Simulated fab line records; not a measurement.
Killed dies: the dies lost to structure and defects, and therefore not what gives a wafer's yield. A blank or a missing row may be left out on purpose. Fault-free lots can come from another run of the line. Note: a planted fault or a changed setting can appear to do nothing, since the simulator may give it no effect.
The tool behind it: which one? ; flow nand-harc ; Sampling: 21 lots, 63 wafers, 2 of 1302 route steps

WHAT EACH GAUGE READ, for each wafer
NHARC_P_CONTACT_INSPECT_27. Usual: raw-defect-count 319, standard deviation 120.
lot;measured;on;raw-defect-count;flag
L075;day 6 16:00;defect-inspect-02;230 177 197;
L076;day 6 17:28;defect-inspect-01;288 212 257;
L077;day 7 11:57;defect-inspect-02;361 580 360;
L078;day 7 17:45;defect-inspect-02;232 684 245;
L079;day 8 06:04;defect-inspect-02;297 270 345;
L080;day 8 13:11;defect-inspect-01;356 264 265;
L081;day 8 23:01;defect-inspect-01;431 298 638;
L082;day 9 10:34;defect-inspect-01;540 420 389;
L083;day 10 06:37;defect-inspect-02;154 326 305;
L084;day 10 11:01;defect-inspect-02;370 409 313;
L085;day 10 13:59;defect-inspect-01;132 153 163;
L088;day 12 03:34;defect-inspect-02;270 379 269;
L089;day 12 05:08;defect-inspect-01;380 474 464;
L090;day 12 19:03;defect-inspect-01;275 145 346;
L091;day 13 08:46;defect-inspect-02;201 337 477;
L092;day 13 14:41;defect-inspect-02;271 372 488;
L093;day 14 05:26;defect-inspect-02;806 466 512;
L094;day 14 11:05;defect-inspect-01;322 411 248;
L095;day 14 20:56;defect-inspect-02;231 337 221;
L096;day 15 05:23;defect-inspect-02;232 137 210;
L097;day 15 18:38;defect-inspect-02;361 409 303;

WHICH TOOL RAN EACH LOT (tool, then ch and the chambers of the sampled wafers, then the start)
lot;NHARC_P_CONTACT_ETCH_31
L075;rie-diel-04 ch 1,2,3, day 6 16:00 or earlier
L076;rie-diel-04 ch 0,1,3, day 6 17:28 or earlier
L077;rie-diel-13 ch 1,2,3, day 7 11:57 or earlier
L078;rie-diel-13 ch 1,2,3, day 7 17:45 or earlier
L079;rie-diel-04 ch 1,2,3, day 8 06:04 or earlier
L080;rie-diel-06 ch 0,2,3, day 8 13:11 or earlier
L081;rie-diel-13 ch 1,2, day 8 23:01 or earlier
L082;rie-diel-04 ch 0,2, day 9 08:11
L083;rie-diel-13 ch 0,1,3, day 10 06:37 or earlier
L084;rie-diel-04 ch 0,1, day 10 11:01 or earlier
L085;rie-diel-13 ch 0,1,2, day 10 13:59 or earlier
L088;rie-diel-13 ch 0,1, day 12 03:34 or earlier
L089;rie-diel-04 ch 0,1,3, day 12 05:08 or earlier
L090;rie-diel-04 ch 0,2,3, day 12 19:03 or earlier
L091;rie-diel-06 ch 0,1,3, day 13 08:46 or earlier
L092;rie-diel-06 ch 0,2, day 13 14:41 or earlier
L093;rie-diel-13 ch 0,3, day 14 05:26 or earlier
L094;rie-diel-04 ch 0,3, day 14 11:05 or earlier
L095;rie-diel-04 ch 0,1, day 14 20:56 or earlier
L096;rie-diel-04 ch 0,1,2, day 15 05:23 or earlier
L097;rie-diel-13 ch 0,1,2, day 15 18:38 or earlier
- NHARC_P_CONTACT_ETCH_31: etches the open film in CH3F/O2, target depth 30 nm, time 85.7 s.

WHAT THE TOOLS THEMSELVES READ (means of the sampled wafers that have a number; where no wafer has one, the mark that the record gives instead)
NHARC_P_CONTACT_ETCH_31. Usual: bias-w 100.02 W, standard deviation 0.28; drypump-motor-current-A 5.3 A, standard deviation 0.33; oes-product-au 0.974 a.u., standard deviation 0.016; rf-vpp-V 244.6 V, standard deviation 1.7; showerhead-plenum-p-Torr 2.47 Torr, standard deviation 0.11; throttle-valve-pct 20.663 %, standard deviation 0.0091.
lot;tool;bias-w (W);drypump-motor-current-A (A);oes-product-au (a.u.);rf-vpp-V (V);showerhead-plenum-p-Torr (Torr);throttle-valve-pct (%);flag
L075;rie-diel-04;100.08;5.5;0.976;245.2;2.53;20.660;
L076;rie-diel-04;99.96;5.2;0.991;245.2;2.52;20.662;
L077;rie-diel-13;99.92;5.6;0.976;243.6;2.41;20.659;
L078;rie-diel-13;99.99;5.6;0.984;243.7;2.41;20.656;
L079;rie-diel-04;100.10;5.4;0.990;245.5;2.53;20.666;
L080;rie-diel-06;100.26;5.4;0.976;244.7;2.48;20.674;
L081;rie-diel-13;100.02;5.7;0.977;245.0;2.51;20.653;
L082;rie-diel-04;100.10;5.4;0.966;245.4;2.51;20.659;
L083;rie-diel-13;99.59;5.4;0.985;242.5;2.31;20.665;
L084;rie-diel-04;99.84;5.2;0.965;245.4;2.57;20.656;
L085;rie-diel-13;99.88;5.4;0.973;244.6;2.41;20.653;
L088;rie-diel-13;100.26;5.6;0.992;241.7;2.30;20.666;
L089;rie-diel-04;100.00;5.3;0.964;245.0;2.52;20.662;
L090;rie-diel-04;100.19;5.3;0.970;244.6;2.48;20.661;
L091;rie-diel-06;99.97;5.3;0.957;245.9;2.54;20.662;
L092;rie-diel-06;99.82;5.3;0.988;244.2;2.44;20.661;
L093;rie-diel-13;99.77;5.1;0.991;241.7;2.32;20.662;
L094;rie-diel-04;100.27;5.4;0.967;245.6;2.46;20.650;
L095;rie-diel-04;100.12;5.2;0.966;246.2;2.57;20.661;
L096;rie-diel-04;99.86;5.3;0.957;246.3;2.54;20.656;
L097;rie-diel-13;100.08;5.4;0.983;242.9;2.41;20.668;

THE ANSWER, worked out from the rows above alone
Rule: a lot counts as off when the mean over its wafers that have a number is more than 3 standard deviations away from the usual mean. A lot without any number at a reading at which 4 lots or more have one is off too. All remaining lots with rows at the step are treated as sound. Order of review: gauges by route order, followed by the tools' own readings, for which a lot's mean as printed above is used. At the first step where some lot is off, the reading lying furthest off is the one used; lots without a number count as furthest.
Across all readings shown, no lot is off: no conclusion can be drawn from this.

WHAT WAS PUT IN BY THE SIMULATOR
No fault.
